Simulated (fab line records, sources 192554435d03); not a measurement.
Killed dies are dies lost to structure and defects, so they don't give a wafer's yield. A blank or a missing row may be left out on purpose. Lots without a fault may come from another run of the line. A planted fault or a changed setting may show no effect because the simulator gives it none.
A struck lot beside a sound one | flow n5_finfet | 18 steps out of a route of 1938
Sound: wafers L986.1, L986.2, L986.5. Struck: wafers L978.4, L978.5, L978.6. The cause comes at the end.
At each step with rows: each side's tool, then ch and its chambers, then its first start. Under that, the readings that differ: sound wafers | struck wafers | difference of the means | sigmas: that difference in standard deviations of wafers without a fault.
alike: readings whose means differ by less than 2 such deviations, and words and numbers that are the same on both sides. not compared: withheld readings, readings that some wafer has no value for, bounds like >300 that may hide the same value, and numbers for which the record gives no deviation and whose values overlap.
The two part at a step that has a row with sigmas, a row that says differs or no value, or rows on one side only. Numbers that don't overlap but have no deviation are shown without sigmas and don't part them. A reading that every wafer of one side lacks parts them only if that side has two wafers or more.

N5_BEOL_M3_INSPECT_30: inspects for defects (brightfield).
  sound on defect_inspect-01, day 11 09:26; struck on defect_inspect-02, day 9 12:03
  alike: raw_defect_count
then, 3 steps without rows for these wafers: N5_BEOL_M3_DESCUM_33 (chemistry O2, time 7 s); N5_BEOL_M3_ETCH_77 (etches underlayer in N2/H2, target depth 6.5 nm, time 5.2 s); N5_BEOL_M3_ETCH_69 (etches SiARC in CF4, target depth 15.6 nm, time 26 s).
N5_BEOL_M3_ALD_98: deposits SiO2, target thk 2.5 nm, pulse time 1 s, co reactant pulse time 1 s.
  sound on ald_sin-01 ch 1,3, day 11 09:40; struck on ald_sin-01 ch 0,1,3, day 9 12:16
  alike: heater_power_w, precursor_pulse_height_rel, susceptor_temp_C
N5_BEOL_M3_ETCHBACK_99: etches SiO2 in CHF3, target depth 5 nm, time 10.4 s.
  sound on rie_diel-05 ch 0,1, day 11 09:47; struck on rie_diel-02 ch 0,2,3, day 9 12:20
  alike: drypump_motor_current_A, oes_product_au, rf_vpp_V, showerhead_plenum_p_Torr, throttle_valve_pct
  not compared: rf_hours_counter_h
then, 3 steps without rows for these wafers: N5_BEOL_M3_ETCH_70 (etches SOC in N2/H2, target depth 80 nm, overetch 16 nm, time 120 s); N5_BEOL_M3_STRIP_71 (strips in N2/H2); N5_BEOL_M3_STRIP_78 (strips in N2/H2).
N5_BEOL_M3_VIA_ETCH_34: etches the open film in C4F6/O2, target depth 69.4 nm, time 65.9 s.
  sound on rie_diel-05 ch 0,1, day 11 09:55; struck on rie_diel-02 ch 0,2,3, day 9 12:28
  alike: C4F6_flow_sccm, drypump_motor_current_A, oes_f_703_au, oes_product_au, rf_fwd_power_W, rf_vpp_V, showerhead_plenum_p_Torr, throttle_valve_pct
  not compared: rf_hours_counter_h
then, 1 step without rows for these wafers: N5_BEOL_M3_STRIP_83 (strips in C4F6/O2).
N5_BEOL_M3_STRIP_36: strips in N2/H2.
  sound on rie_diel-05 ch 0,1, day 11 09:59; struck on rie_diel-02 ch 0,2,3, day 9 12:32
  alike: drypump_motor_current_A, n2_flow_sccm, oes_product_au, rf_vpp_V, showerhead_plenum_p_Torr, throttle_valve_pct
  not compared: rf_hours_counter_h
N5_BEOL_M3_TRENCH_ETCH_37: etches SiOC in C4F6/O2, target depth 55.555 nm, time 29.2 s.
  sound on rie_diel-05 ch 0,1, day 11 10:01; struck on rie_diel-02 ch 0,2,3, day 9 12:34
  reading                             | sound             | struck            | difference | sigmas
  oes_f_703_au (a.u.)                 | 0.81 0.68 0.68    | 0.90 0.89 0.95    | +0.19      | +3
  rf_fwd_power_W (W)                  | 350.2 345.6 345.5 | 434.9 432.5 437.2 | +87.8      | +38
  rf_vpp_V (V)                        | 667 644 646       | 604 592 599       | -54        | -6
  model.etch.depth_nm (nm)            | 55.47 53.17 53.17 | 60.41 60.43 60.43 | +6.49      |
  model.BEOL_M3.feature_depth_nm (nm) | 55.4 53.2 53.2    | 60.4 60.4 60.4    | +6.5       |
  alike: C4F6_flow_sccm, drypump_motor_current_A, oes_product_au, showerhead_plenum_p_Torr, throttle_valve_pct
  not compared: rf_hours_counter_h
then, 1 step without rows for these wafers: N5_BEOL_M3_ETCH_41 (etches SiCN in CH3F/O2, target depth 29.9 nm, time 52.5 s).
N5_BEOL_M3_STRIP_97: strips in N2/H2, time 10 s.
  sound on rie_diel-05 ch 0,1; struck on rie_diel-02 ch 0,2,3
  alike: drypump_motor_current_A, n2_flow_sccm, oes_product_au, rf_vpp_V, showerhead_plenum_p_Torr, throttle_valve_pct
  not compared: rf_hours_counter_h
N5_BEOL_M3_OCD_MEAS_38:
  sound on ocd-01, day 11 10:10; struck on ocd-01, day 9 12:44
  reading              | sound          | struck         | difference | sigmas
  trench_depth_nm (nm) | 55.8 52.9 52.7 | 60.2 60.6 60.8 | +6.7       | +7
then, 1 step without rows for these wafers: N5_BEOL_M3_HM_STRIP_39 (strips TiN in peroxide tin strip, target depth 25 nm, time 158 s).
N5_BEOL_M4_RC_MEAS_101:
  sound on prober-02 ch 0, day 11 23:51; struck on prober-02 ch 0, day 10 08:14
  reading   | sound          | struck         | difference | sigmas
  VT_P (mV) | -245 -248 -246 | -252 -257 -253 | -8         | -2
  alike: DIBL_N, DIBL_P, IOFF_N, IOFF_P, ION_N, ION_P, SS_N, SS_P, VT_N

WHERE THEY PART
First at N5_BEOL_M3_TRENCH_ETCH_37; last, within this record, at N5_BEOL_M4_RC_MEAS_101.

WHY: what the simulator had put in
Process parameter drift: rie_diel-02, from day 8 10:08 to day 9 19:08, at N5_BEOL_M3_TRENCH_ETCH_37. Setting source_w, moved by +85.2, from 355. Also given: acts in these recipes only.
